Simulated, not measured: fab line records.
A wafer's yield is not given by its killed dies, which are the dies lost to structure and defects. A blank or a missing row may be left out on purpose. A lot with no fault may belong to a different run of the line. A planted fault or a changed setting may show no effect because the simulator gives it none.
Chamber matching + flow n5 finfet + N5_BEOL_M15_DESCUM_15 on rie diel-05 has 4 sister chambers
The step chemistry O2, time 7.9 s. 4 wafers are shown with their chamber, then 10 later ones without.

EACH WAFER AND ITS CHAMBER
| wafer  | chamber | showerhead plenum p Torr (Torr) |
|--------|---------|---------------------------------|
| L075.3 | 3       | 2.13                            |
| L090.4 | 0       | 2.14                            |
| L094.1 | 1       | 2.01                            |
| L094.2 | 2       | 2.09                            |

WAFERS MISSING THEIR CHAMBER
| wafer  | showerhead plenum p Torr (Torr) |
|--------|---------------------------------|
| L094.4 | 2.12                            |
| L092.1 | 2.13                            |
| L092.2 | 2.01                            |
| L092.5 | 2.09                            |
| L093.1 | 2.01                            |
| L093.2 | 2.09                            |
| L093.5 | 2.09                            |
| L097.1 | 2.12                            |
| L097.4 | 2.09                            |
| L097.6 | 2.01                            |

CHAMBER TAKEN BY EACH
| wafer  | from the rows above | in truth                   |
|--------|---------------------|----------------------------|
| L094.4 | 3                   | 3                          |
| L092.1 | 3                   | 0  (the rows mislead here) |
| L092.2 | 1                   | 1                          |
| L092.5 | 2                   | 2                          |
| L093.1 | 1                   | 1                          |
| L093.2 | 2                   | 2                          |
| L093.5 | 2                   | 2                          |
| L097.1 | 3                   | 3                          |
| L097.4 | 2                   | 2                          |
| L097.6 | 1                   | 1                          |
Correct placement for 9 of the 10. From these rows, 0 cannot be placed. Wrongly placed: 1.
How it was worked out, from the rows above alone: a wafer's distance from a chamber is the root of the sum, over the readings, of the square of ((its reading less the chamber's mean) divided by the reading's scatter). If the next closest chamber is less than 2 further off than the closest, the wafer can't be placed; otherwise it belongs to the closest. Each chamber's mean is taken over the wafers shown for it. The scatter: with one shown wafer a chamber, the root of the mean of the squares of how far each hidden wafer lies from its nearest shown one.
